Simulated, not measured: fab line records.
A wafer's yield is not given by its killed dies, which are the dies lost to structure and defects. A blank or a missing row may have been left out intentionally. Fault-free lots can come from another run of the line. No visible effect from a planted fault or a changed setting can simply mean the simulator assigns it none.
fab line records / flow nand_harc / part 2 of 2: steps 18 to 28 of 28
record: lots: 5 wafers: 15 last_day: 22
route steps=1159 shown A_STAIRCASE@684
lots that met no fault: from a run of the same line without faults
start_h: hours from the record's first day to the start of the lot's first wafer shown / wait_h: hours from the lot's prior step to this one / " as in the row above / L1.1+2: a single row standing in for several wafers / - value missing, or start not given / * or withheld: withheld / < > ~ a bound
route shown NAME@n: names a module that has steps shown in the file, with the first one's number in the route / usual: mean/standard deviation taken from wafers without a fault / same: alike in all rows / chamber/n: place in a boat / sites: readings site by site / _std_site: standard deviation of those values / _edge_site: inner sites' mean taken away from outer sites' mean / radius_mm: for every site, how far away it sits from the centre of the wafer / mask NAME#n: copy n / behind: the most recent tool/chamber to have shaped the wafer / hold: the reason the lot was held/the length of the hold in hours/how it ended / device: which transistor (n, p or np) failed to switch / end of line: tests run on the same wafers once the route is complete / a step without rows: its recipe alone / killed: not the wafer's yield, but the dies lost to structure and defects at the first sort / map: the dies of a wafer, with x for killed, . for not killed, _ for no die there
set.NAME: the run value of the setting; set.NAME@STEP: its run value at that earlier step / model.NAME: the simulator's own value behind a step, which no gauge read
a table for each step, a row for each wafer; lots at some steps of the route
services: a tool's chamber out of use, with start hour (start_h, from the record's first day; less than 0 if before it), hours out, and reason
== steps ==
step: NHARC_A_STAIRCASE_PRECLEAN_419
recipe: time_s: * temp_c: 50 bath_age_min: 0 chemistry: SC1
usual: bath_heat_duty_pct: 7.2/0.85 nh4oh_flow_mL_min: 28.30/0.099
lot.wafer=L074.2 tool=wet_bench-02 chamber=3 start_h=257.84 wait_h=0.0 bath_heat_duty_pct=6.4 nh4oh_flow_mL_min=28.33
lot.wafer=L074.6 tool=wet_bench-02 chamber=6 start_h=257.84 wait_h=0.0 bath_heat_duty_pct=6.8 nh4oh_flow_mL_min=28.33
lot.wafer=L074.5 tool=wet_bench-02 chamber=0 start_h=257.84 wait_h=0.0 bath_heat_duty_pct=8.4 nh4oh_flow_mL_min=28.21
lot.wafer=L075.1 tool=wet_bench-02 chamber=5 start_h=271.03 wait_h=0.0 bath_heat_duty_pct=6.9 nh4oh_flow_mL_min=28.34
lot.wafer=L075.2 tool=wet_bench-02 chamber=7 start_h=271.03 wait_h=0.0 bath_heat_duty_pct=7.6 nh4oh_flow_mL_min=28.21
lot.wafer=L075.6 tool=wet_bench-02 chamber=0 start_h=271.03 wait_h=0.0 bath_heat_duty_pct=7.7 nh4oh_flow_mL_min=28.36
lot.wafer=L083.4 tool=wet_bench-02 chamber=5 start_h=318.59 wait_h=0.0 bath_heat_duty_pct=7.2 nh4oh_flow_mL_min=28.32
lot.wafer=L083.6 tool=wet_bench-02 chamber=0 start_h=318.59 wait_h=0.0 bath_heat_duty_pct=8.2 nh4oh_flow_mL_min=28.23
lot.wafer=L083.3 tool=wet_bench-02 chamber=1 start_h=318.59 wait_h=0.0 bath_heat_duty_pct=6.8 nh4oh_flow_mL_min=28.48
lot.wafer=L086.4 tool=wet_bench-06 chamber=6 start_h=343.65 wait_h=0.0 bath_heat_duty_pct=8.4 nh4oh_flow_mL_min=28.24
lot.wafer=L086.6 tool=wet_bench-06 chamber=7 start_h=343.65 wait_h=0.0 bath_heat_duty_pct=7.8 nh4oh_flow_mL_min=28.30
lot.wafer=L086.2 tool=wet_bench-06 chamber=0 start_h=343.65 wait_h=0.0 bath_heat_duty_pct=6.6 nh4oh_flow_mL_min=28.30
lot.wafer=L089.3 tool=wet_bench-05 chamber=2 start_h=349.46 wait_h=0.0 bath_heat_duty_pct=6.9 nh4oh_flow_mL_min=28.48
lot.wafer=L089.2 tool=wet_bench-05 chamber=4 start_h=349.46 wait_h=0.0 bath_heat_duty_pct=8.3 nh4oh_flow_mL_min=28.19
lot.wafer=L089.1 tool=wet_bench-05 chamber=6 start_h=349.46 wait_h=0.0 bath_heat_duty_pct=7.2 nh4oh_flow_mL_min=28.29
step: NHARC_A_STAIRCASE_SRD_421
lot.wafer=L074.2+6+5 tool=wet_bench-02 chamber=3,6,0 start_h=- wait_h=-
lot.wafer=L075.1+2+6 tool=wet_bench-02 chamber=5,7,0 start_h=- wait_h=-
lot.wafer=L083.4+6+3 tool=wet_bench-02 chamber=5,0,1 start_h=318.66 wait_h=0.1
lot.wafer=L086.4+6+2 tool=wet_bench-06 chamber=6,7,0 start_h=343.72 wait_h=0.1
lot.wafer=L089.3+2+1 tool=wet_bench-05 chamber=2,4,6 start_h=- wait_h=-
step: NHARC_A_STAIRCASE_ALD_420
recipe: target_thk_a: 200 pulse_time_s: 6 ald_cycles: 200 temp_c: 300 material: SiO2
usual: heater_power_w: 460/52 precursor_pulse_height_rel: 1.000/0.018
lot.wafer=L074.2 tool=ald_hk-03 chamber=3 start_h=258.32 wait_h=- heater_power_w=357 precursor_pulse_height_rel=0.997
lot.wafer=L074.5 tool=ald_hk-03 chamber=2 start_h=258.32 wait_h=- heater_power_w=492 precursor_pulse_height_rel=0.988
lot.wafer=L074.6 tool=ald_hk-03 chamber=3 start_h=258.32 wait_h=- heater_power_w=355 precursor_pulse_height_rel=0.982
lot.wafer=L075.2 tool=ald_hk-02 chamber=0 start_h=272.10 wait_h=- heater_power_w=479 precursor_pulse_height_rel=0.992
lot.wafer=L075.1 tool=ald_hk-02 chamber=3 start_h=272.10 wait_h=- heater_power_w=471 precursor_pulse_height_rel=1.016
lot.wafer=L075.6 tool=ald_hk-02 chamber=1 start_h=272.10 wait_h=- heater_power_w=435 precursor_pulse_height_rel=1.009
lot.wafer=L083.3 tool=ald_hk-02 chamber=1 start_h=319.08 wait_h=0.4 heater_power_w=469 precursor_pulse_height_rel=0.997
lot.wafer=L083.4 tool=ald_hk-02 chamber=2 start_h=319.08 wait_h=0.4 heater_power_w=497 precursor_pulse_height_rel=1.003
lot.wafer=L083.6 tool=ald_hk-02 chamber=3 start_h=319.08 wait_h=0.4 heater_power_w=460 precursor_pulse_height_rel=0.992
lot.wafer=L086.4 tool=ald_hk-01 chamber=2 start_h=344.96 wait_h=1.2 heater_power_w=410 precursor_pulse_height_rel=1.014
lot.wafer=L086.2 tool=ald_hk-01 chamber=3 start_h=344.96 wait_h=1.2 heater_power_w=402 precursor_pulse_height_rel=0.976
lot.wafer=L086.6 tool=ald_hk-01 chamber=1 start_h=344.96 wait_h=1.2 heater_power_w=439 precursor_pulse_height_rel=0.977
lot.wafer=L089.3 tool=ald_hk-03 chamber=2 start_h=349.75 wait_h=- heater_power_w=504 precursor_pulse_height_rel=1.000
lot.wafer=L089.1 tool=ald_hk-03 chamber=3 start_h=349.75 wait_h=- heater_power_w=370 precursor_pulse_height_rel=0.996
lot.wafer=L089.2 tool=ald_hk-03 chamber=0 start_h=349.75 wait_h=- heater_power_w=448 precursor_pulse_height_rel=1.020
step: NHARC_A_STAIRCASE_CVD_552
recipe: target_thk_a: 400 temp_c: 700 pressure_mtorr: 300 material: SiNx
usual: spike_tc_bottom_C: 718.8/2
lot.wafer=L074.2 tool=lpcvd-01 chamber=0 start_h=- wait_h=- spike_tc_bottom_C=717.3
lot.wafer=L074.5 tool=lpcvd-01 chamber=0 start_h=- wait_h=- spike_tc_bottom_C=718.0
lot.wafer=L074.6 tool=lpcvd-01 chamber=0 start_h=- wait_h=- spike_tc_bottom_C=719.0
lot.wafer=L075.1 tool=lpcvd-01 chamber=1 start_h=- wait_h=- spike_tc_bottom_C=716.8
lot.wafer=L075.2 tool=lpcvd-01 chamber=1 start_h=- wait_h=- spike_tc_bottom_C=715.7
lot.wafer=L075.6 tool=lpcvd-01 chamber=1 start_h=- wait_h=- spike_tc_bottom_C=716.1
lot.wafer=L083.3 tool=lpcvd-02 chamber=1 start_h=- wait_h=- spike_tc_bottom_C=720.9
lot.wafer=L083.4 tool=lpcvd-02 chamber=1 start_h=- wait_h=- spike_tc_bottom_C=719.9
lot.wafer=L083.6 tool=lpcvd-02 chamber=1 start_h=- wait_h=- spike_tc_bottom_C=718.0
lot.wafer=L086.2 tool=lpcvd-01 chamber=0 start_h=- wait_h=- spike_tc_bottom_C=718.4
lot.wafer=L086.4 tool=lpcvd-01 chamber=0 start_h=- wait_h=- spike_tc_bottom_C=718.4
lot.wafer=L086.6 tool=lpcvd-01 chamber=0 start_h=- wait_h=- spike_tc_bottom_C=718.9
lot.wafer=L089.1 tool=lpcvd-01 chamber=0 start_h=- wait_h=- spike_tc_bottom_C=718.4
lot.wafer=L089.2 tool=lpcvd-01 chamber=0 start_h=- wait_h=- spike_tc_bottom_C=718.6
lot.wafer=L089.3 tool=lpcvd-01 chamber=0 start_h=- wait_h=- spike_tc_bottom_C=717.9
step: NHARC_A_STAIRCASE_DEP_151
recipe: target_thk_a: 38000 temp_c: 400 target_thk_nm: 3800 teos_flow_sccm: 200 rf_w: 500 material: SiO2
usual: heater_power_w: 659/71 rf_fwd_power_W: 499.5/1.7
lot.wafer=L074.2 tool=pecvd-01 chamber=1 start_h=266.45 wait_h=0.5 heater_power_w=693 rf_fwd_power_W=499.7
lot.wafer=L074.5 tool=pecvd-01 chamber=0 start_h=266.45 wait_h=0.5 heater_power_w=663 rf_fwd_power_W=498.1
lot.wafer=L074.6 tool=pecvd-01 chamber=1 start_h=266.45 wait_h=0.5 heater_power_w=625 rf_fwd_power_W=500.4
lot.wafer=L075.2 tool=pecvd-04 chamber=2 start_h=279.42 wait_h=0.4 heater_power_w=594 rf_fwd_power_W=498.0
lot.wafer=L075.1 tool=pecvd-04 chamber=1 start_h=279.42 wait_h=0.4 heater_power_w=814 rf_fwd_power_W=498.5
lot.wafer=L075.6 tool=pecvd-04 chamber=1 start_h=279.42 wait_h=0.4 heater_power_w=659 rf_fwd_power_W=497.9
lot.wafer=L083.3 tool=pecvd-03 chamber=2 start_h=327.35 wait_h=0.8 heater_power_w=640 rf_fwd_power_W=499.2
lot.wafer=L083.6 tool=pecvd-03 chamber=0 start_h=327.35 wait_h=0.8 heater_power_w=642 rf_fwd_power_W=498.9
lot.wafer=L083.4 tool=pecvd-03 chamber=2 start_h=327.35 wait_h=0.8 heater_power_w=531 rf_fwd_power_W=499.0
lot.wafer=L086.2 tool=pecvd-03 chamber=2 start_h=353.06 wait_h=0.4 heater_power_w=578 rf_fwd_power_W=499.7
lot.wafer=L086.4 tool=pecvd-03 chamber=2 start_h=353.06 wait_h=0.4 heater_power_w=533 rf_fwd_power_W=497.0
lot.wafer=L086.6 tool=pecvd-03 chamber=1 start_h=353.06 wait_h=0.4 heater_power_w=598 rf_fwd_power_W=498.3
lot.wafer=L089.1 tool=pecvd-03 chamber=2 start_h=357.91 wait_h=0.4 heater_power_w=629 rf_fwd_power_W=497.9
lot.wafer=L089.3 tool=pecvd-03 chamber=0 start_h=357.91 wait_h=0.4 heater_power_w=783 rf_fwd_power_W=499.2
lot.wafer=L089.2 tool=pecvd-03 chamber=1 start_h=357.91 wait_h=0.4 heater_power_w=682 rf_fwd_power_W=498.3
step: NHARC_A_STAIRCASE_ANNEAL_320
recipe: temp_c: 750 time_s: 1800
usual: spike_tc_bottom_C: 766/5.5 tube_center_temp_C: 749.99/0.076
lot.wafer=L074.2 tool=furnace-04 chamber=0 start_h=270.33 wait_h=- spike_tc_bottom_C=762 tube_center_temp_C=750.06
lot.wafer=L074.5 tool=furnace-04 chamber=0 start_h=270.33 wait_h=- spike_tc_bottom_C=762 tube_center_temp_C=750.05
lot.wafer=L074.6 tool=furnace-04 chamber=0 start_h=270.33 wait_h=- spike_tc_bottom_C=763 tube_center_temp_C=749.84
lot.wafer=L075.1 tool=furnace-04 chamber=0 start_h=284.30 wait_h=- spike_tc_bottom_C=761 tube_center_temp_C=749.99
lot.wafer=L075.2 tool=furnace-04 chamber=0 start_h=284.30 wait_h=- spike_tc_bottom_C=762 tube_center_temp_C=749.99
lot.wafer=L075.6 tool=furnace-04 chamber=0 start_h=284.30 wait_h=- spike_tc_bottom_C=760 tube_center_temp_C=749.96
lot.wafer=L083.3 tool=furnace-03 chamber=0 start_h=333.11 wait_h=- spike_tc_bottom_C=774 tube_center_temp_C=750.13
lot.wafer=L083.4 tool=furnace-03 chamber=0 start_h=333.11 wait_h=- spike_tc_bottom_C=773 tube_center_temp_C=750.09
lot.wafer=L083.6 tool=furnace-03 chamber=0 start_h=333.11 wait_h=- spike_tc_bottom_C=774 tube_center_temp_C=750.06
lot.wafer=L086.2 tool=furnace-04 chamber=0 start_h=356.75 wait_h=- spike_tc_bottom_C=762 tube_center_temp_C=750.04
lot.wafer=L086.4 tool=furnace-04 chamber=0 start_h=356.75 wait_h=- spike_tc_bottom_C=763 tube_center_temp_C=749.89
lot.wafer=L086.6 tool=furnace-04 chamber=0 start_h=356.75 wait_h=- spike_tc_bottom_C=760 tube_center_temp_C=749.98
lot.wafer=L089.1 tool=furnace-04 chamber=0 start_h=363.44 wait_h=- spike_tc_bottom_C=761 tube_center_temp_C=750.02
lot.wafer=L089.2 tool=furnace-04 chamber=0 start_h=363.44 wait_h=- spike_tc_bottom_C=761 tube_center_temp_C=750.05
lot.wafer=L089.3 tool=furnace-04 chamber=0 start_h=363.44 wait_h=- spike_tc_bottom_C=762 tube_center_temp_C=750.02
step: NHARC_A_STAIRCASE_DEP_322
recipe: target_thk_a: 38000 temp_c: 400 target_thk_nm: 3800 teos_flow_sccm: 200 rf_w: 500 material: SiO2
usual: heater_power_w: 676/81 rf_fwd_power_W: 499.7/1.5
lot.wafer=L074.2 tool=pecvd-04 chamber=0 start_h=273.81 wait_h=0.2 heater_power_w=870 rf_fwd_power_W=497.9
lot.wafer=L074.5 tool=pecvd-04 chamber=2 start_h=273.81 wait_h=0.2 heater_power_w=568 rf_fwd_power_W=500.0
lot.wafer=L074.6 tool=pecvd-04 chamber=1 start_h=273.81 wait_h=0.2 heater_power_w=690 rf_fwd_power_W=498.5
lot.wafer=L075.1 tool=pecvd-01 chamber=1 start_h=287.71 wait_h=0.1 heater_power_w=641 rf_fwd_power_W=499.7
lot.wafer=L075.2 tool=pecvd-01 chamber=0 start_h=287.71 wait_h=0.1 heater_power_w=787 rf_fwd_power_W=495.6
lot.wafer=L075.6 tool=pecvd-01 chamber=1 start_h=287.71 wait_h=0.1 heater_power_w=642 rf_fwd_power_W=499.0
lot.wafer=L083.3 tool=pecvd-04 chamber=0 start_h=336.59 wait_h=0.2 heater_power_w=820 rf_fwd_power_W=498.9
lot.wafer=L083.6 tool=pecvd-04 chamber=2 start_h=336.59 wait_h=0.2 heater_power_w=545 rf_fwd_power_W=499.4
lot.wafer=L083.4 tool=pecvd-04 chamber=0 start_h=336.59 wait_h=0.2 heater_power_w=732 rf_fwd_power_W=497.8
lot.wafer=L086.2 tool=pecvd-04 chamber=0 start_h=360.13 wait_h=0.1 heater_power_w=867 rf_fwd_power_W=496.9
lot.wafer=L086.4 tool=pecvd-04 chamber=0 start_h=360.13 wait_h=0.1 heater_power_w=716 rf_fwd_power_W=501.9
lot.wafer=L086.6 tool=pecvd-04 chamber=1 start_h=360.13 wait_h=0.1 heater_power_w=707 rf_fwd_power_W=500.0
lot.wafer=L089.1 tool=pecvd-04 chamber=0 start_h=367.07 wait_h=0.3 heater_power_w=756 rf_fwd_power_W=500.1
lot.wafer=L089.3 tool=pecvd-04 chamber=1 start_h=367.07 wait_h=0.3 heater_power_w=807 rf_fwd_power_W=499.4
lot.wafer=L089.2 tool=pecvd-04 chamber=2 start_h=367.07 wait_h=0.3 heater_power_w=699 rf_fwd_power_W=498.2
step: NHARC_A_STAIRCASE_ANNEAL_323
recipe: temp_c: 750 time_s: 1800
usual: spike_tc_bottom_C: 766/5.6 tube_center_temp_C: 750/0.066
lot.wafer=L074.2 tool=furnace-04 chamber=0 start_h=277.39 wait_h=- spike_tc_bottom_C=760 tube_center_temp_C=749.99
lot.wafer=L074.5 tool=furnace-04 chamber=0 start_h=277.39 wait_h=- spike_tc_bottom_C=761 tube_center_temp_C=749.88
lot.wafer=L074.6 tool=furnace-04 chamber=0 start_h=277.39 wait_h=- spike_tc_bottom_C=762 tube_center_temp_C=749.97
lot.wafer=L075.1 tool=furnace-04 chamber=0 start_h=291.39 wait_h=- spike_tc_bottom_C=761 tube_center_temp_C=749.89
lot.wafer=L075.2 tool=furnace-04 chamber=0 start_h=291.39 wait_h=- spike_tc_bottom_C=762 tube_center_temp_C=750.05
lot.wafer=L075.6 tool=furnace-04 chamber=0 start_h=291.39 wait_h=- spike_tc_bottom_C=761 tube_center_temp_C=749.99
lot.wafer=L083.3 tool=furnace-03 chamber=0 start_h=341.15 wait_h=- spike_tc_bottom_C=775 tube_center_temp_C=749.96
lot.wafer=L083.4 tool=furnace-03 chamber=0 start_h=341.15 wait_h=- spike_tc_bottom_C=773 tube_center_temp_C=750.01
lot.wafer=L083.6 tool=furnace-03 chamber=0 start_h=341.15 wait_h=- spike_tc_bottom_C=776 tube_center_temp_C=750.09
lot.wafer=L086.2 tool=furnace-03 chamber=0 start_h=365.60 wait_h=- spike_tc_bottom_C=776 tube_center_temp_C=749.95
lot.wafer=L086.4 tool=furnace-03 chamber=0 start_h=365.60 wait_h=- spike_tc_bottom_C=775 tube_center_temp_C=750.01
lot.wafer=L086.6 tool=furnace-03 chamber=0 start_h=365.60 wait_h=- spike_tc_bottom_C=774 tube_center_temp_C=749.9
lot.wafer=L089.1 tool=furnace-04 chamber=0 start_h=370.64 wait_h=- spike_tc_bottom_C=761 tube_center_temp_C=749.95
lot.wafer=L089.2 tool=furnace-04 chamber=0 start_h=370.64 wait_h=- spike_tc_bottom_C=763 tube_center_temp_C=749.94
lot.wafer=L089.3 tool=furnace-04 chamber=0 start_h=370.64 wait_h=- spike_tc_bottom_C=763 tube_center_temp_C=750.11
step: NHARC_A_STAIRCASE_DEP_325
recipe: target_thk_a: 38000 temp_c: 400 target_thk_nm: 3800 teos_flow_sccm: 200 rf_w: 500 material: SiO2
usual: heater_power_w: 666/79 rf_fwd_power_W: 499.6/1.4
lot.wafer=L074.2 tool=pecvd-04 chamber=1 start_h=280.96 wait_h=0.3 heater_power_w=783 rf_fwd_power_W=499.8
lot.wafer=L074.6 tool=pecvd-04 chamber=2 start_h=280.96 wait_h=0.3 heater_power_w=577 rf_fwd_power_W=497.6
lot.wafer=L074.5 tool=pecvd-04 chamber=1 start_h=280.96 wait_h=0.3 heater_power_w=670 rf_fwd_power_W=501.0
lot.wafer=L075.2 tool=pecvd-04 chamber=0 start_h=295.07 wait_h=0.3 heater_power_w=842 rf_fwd_power_W=499.1
lot.wafer=L075.1 tool=pecvd-04 chamber=1 start_h=295.07 wait_h=0.3 heater_power_w=838 rf_fwd_power_W=498.1
lot.wafer=L075.6 tool=pecvd-04 chamber=2 start_h=295.07 wait_h=0.3 heater_power_w=565 rf_fwd_power_W=499.2
lot.wafer=L083.3 tool=pecvd-03 chamber=1 start_h=344.48 wait_h=0.1 heater_power_w=699 rf_fwd_power_W=499.6
lot.wafer=L083.6 tool=pecvd-03 chamber=2 start_h=344.48 wait_h=0.1 heater_power_w=540 rf_fwd_power_W=496.7
lot.wafer=L083.4 tool=pecvd-03 chamber=0 start_h=344.48 wait_h=0.1 heater_power_w=658 rf_fwd_power_W=499.9
lot.wafer=L086.2 tool=pecvd-03 chamber=1 start_h=369.15 wait_h=0.2 heater_power_w=751 rf_fwd_power_W=501.9
lot.wafer=L086.4 tool=pecvd-03 chamber=2 start_h=369.15 wait_h=0.2 heater_power_w=531 rf_fwd_power_W=498.8
lot.wafer=L086.6 tool=pecvd-03 chamber=2 start_h=369.15 wait_h=0.2 heater_power_w=536 rf_fwd_power_W=498.2
lot.wafer=L089.2 tool=pecvd-03 chamber=2 start_h=374.05 wait_h=0.1 heater_power_w=557 rf_fwd_power_W=501.6
lot.wafer=L089.1 tool=pecvd-03 chamber=1 start_h=374.05 wait_h=0.1 heater_power_w=615 rf_fwd_power_W=500.0
lot.wafer=L089.3 tool=pecvd-03 chamber=2 start_h=374.05 wait_h=0.1 heater_power_w=530 rf_fwd_power_W=500.0
step: NHARC_A_STAIRCASE_ANNEAL_326
recipe: temp_c: 750 time_s: 1800
usual: spike_tc_bottom_C: 769/5.5 tube_center_temp_C: 750/0.066
lot.wafer=L074.2 tool=furnace-03 chamber=0 start_h=285.64 wait_h=- spike_tc_bottom_C=776 tube_center_temp_C=750
lot.wafer=L074.5 tool=furnace-03 chamber=0 start_h=285.64 wait_h=- spike_tc_bottom_C=774 tube_center_temp_C=750.07
lot.wafer=L074.6 tool=furnace-03 chamber=0 start_h=285.64 wait_h=- spike_tc_bottom_C=773 tube_center_temp_C=750.07
lot.wafer=L075.1 tool=furnace-04 chamber=0 start_h=298.48 wait_h=- spike_tc_bottom_C=763 tube_center_temp_C=750.1
lot.wafer=L075.2 tool=furnace-04 chamber=0 start_h=298.48 wait_h=- spike_tc_bottom_C=761 tube_center_temp_C=750.08
lot.wafer=L075.6 tool=furnace-04 chamber=0 start_h=298.48 wait_h=- spike_tc_bottom_C=763 tube_center_temp_C=750.14
lot.wafer=L083.3 tool=furnace-04 chamber=0 start_h=350.17 wait_h=- spike_tc_bottom_C=761 tube_center_temp_C=750.05
lot.wafer=L083.4 tool=furnace-04 chamber=0 start_h=350.17 wait_h=- spike_tc_bottom_C=761 tube_center_temp_C=749.93
lot.wafer=L083.6 tool=furnace-04 chamber=0 start_h=350.17 wait_h=- spike_tc_bottom_C=759 tube_center_temp_C=749.85
lot.wafer=L086.2 tool=furnace-06 chamber=0 start_h=377.24 wait_h=7.9 spike_tc_bottom_C=770 tube_center_temp_C=750.01
lot.wafer=L086.4 tool=furnace-06 chamber=0 start_h=377.24 wait_h=7.9 spike_tc_bottom_C=770 tube_center_temp_C=750.11
lot.wafer=L086.6 tool=furnace-06 chamber=0 start_h=377.24 wait_h=7.9 spike_tc_bottom_C=770 tube_center_temp_C=750
lot.wafer=L089.1 tool=furnace-06 chamber=0 start_h=377.24 wait_h=2.9 spike_tc_bottom_C=769 tube_center_temp_C=750.04
lot.wafer=L089.2 tool=furnace-06 chamber=0 start_h=377.24 wait_h=2.9 spike_tc_bottom_C=771 tube_center_temp_C=750.03
lot.wafer=L089.3 tool=furnace-06 chamber=0 start_h=377.24 wait_h=2.9 spike_tc_bottom_C=770 tube_center_temp_C=750.03
step: NHARC_A_STAIRCASE_DEHYDRATE_433
recipe: temp_c: 150 time_s: 120
usual: resist_line_temp_C: 23.00/0.088
lot.wafer=L074.2 tool=litho_track-02 chamber=0 start_h=289.04 wait_h=0.1 resist_line_temp_C=22.93
lot.wafer=L074.5 tool=litho_track-02 chamber=0 start_h=289.04 wait_h=0.1 resist_line_temp_C=23.03
lot.wafer=L074.6 tool=litho_track-02 chamber=0 start_h=289.04 wait_h=0.1 resist_line_temp_C=22.99
lot.wafer=L075.1 tool=litho_track-02 chamber=0 start_h=301.86 wait_h=0.1 resist_line_temp_C=22.84
lot.wafer=L075.2 tool=litho_track-02 chamber=0 start_h=301.86 wait_h=0.1 resist_line_temp_C=22.92
lot.wafer=L075.6 tool=litho_track-02 chamber=0 start_h=301.86 wait_h=0.1 resist_line_temp_C=22.96
lot.wafer=L083.3 tool=litho_track-07 chamber=0 start_h=353.50 wait_h=0.1 resist_line_temp_C=23.04
lot.wafer=L083.4 tool=litho_track-07 chamber=0 start_h=353.50 wait_h=0.1 resist_line_temp_C=23.06
lot.wafer=L083.6 tool=litho_track-07 chamber=0 start_h=353.50 wait_h=0.1 resist_line_temp_C=23.11
lot.wafer=L086.2 tool=litho_track-02 chamber=0 start_h=380.70 wait_h=0.1 resist_line_temp_C=23.02
lot.wafer=L086.4 tool=litho_track-02 chamber=0 start_h=380.70 wait_h=0.1 resist_line_temp_C=22.95
lot.wafer=L086.6 tool=litho_track-02 chamber=0 start_h=380.70 wait_h=0.1 resist_line_temp_C=22.88
lot.wafer=L089.1 tool=litho_track-03 chamber=0 start_h=380.71 wait_h=0.1 resist_line_temp_C=22.97
lot.wafer=L089.2 tool=litho_track-03 chamber=0 start_h=380.71 wait_h=0.1 resist_line_temp_C=22.86
lot.wafer=L089.3 tool=litho_track-03 chamber=0 start_h=380.71 wait_h=0.1 resist_line_temp_C=23.00
== services ==
tool=wet_h3po4-02 chamber=- start_h=229.53 hours=1.7 kind=repair
tool=furnace-04 chamber=- start_h=236.80 hours=7.3 kind=repair
tool=pecvd-01 chamber=- start_h=237.64 hours=13.0 kind=pm
tool=rie_diel-06 chamber=- start_h=241.55 hours=9.0 kind=pm
tool=ald_hk-02 chamber=- start_h=247.75 hours=0.5 kind=repair
tool=wet_bench-05 chamber=- start_h=251.47 hours=1.3 kind=repair
tool=wet_h3po4-01 chamber=- start_h=274.72 hours=8.0 kind=pm
tool=rie_diel-13 chamber=- start_h=276.02 hours=9.0 kind=pm
tool=rie_diel-06 chamber=- start_h=276.11 hours=1.1 kind=repair
tool=pecvd-03 chamber=- start_h=292.03 hours=13.0 kind=pm
tool=wet_bench-06 chamber=- start_h=305.60 hours=8.0 kind=pm
tool=pecvd-01 chamber=2 start_h=307.23 hours=4.8 kind=repair
tool=lpcvd-01 chamber=- start_h=314.00 hours=26.0 kind=pm
tool=furnace-04 chamber=- start_h=316.24 hours=26.0 kind=pm
tool=pecvd-03 chamber=1 start_h=317.13 hours=7.1 kind=repair
tool=rie_diel-02 chamber=- start_h=327.89 hours=9.0 kind=pm
tool=litho_track-02 chamber=- start_h=340.00 hours=7.0 kind=pm
tool=wet_bench-05 chamber=- start_h=350.16 hours=1.2 kind=repair
tool=pecvd-03 chamber=- start_h=350.68 hours=0.5 kind=repair
tool=wet_bench-02 chamber=- start_h=356.00 hours=8.0 kind=pm
tool=rie_diel-06 chamber=2 start_h=362.27 hours=12.3 kind=repair
tool=pecvd-03 chamber=0 start_h=363.69 hours=11.1 kind=repair
tool=litho_track-07 chamber=- start_h=364.01 hours=7.0 kind=pm
tool=pecvd-04 chamber=- start_h=376.00 hours=13.0 kind=pm
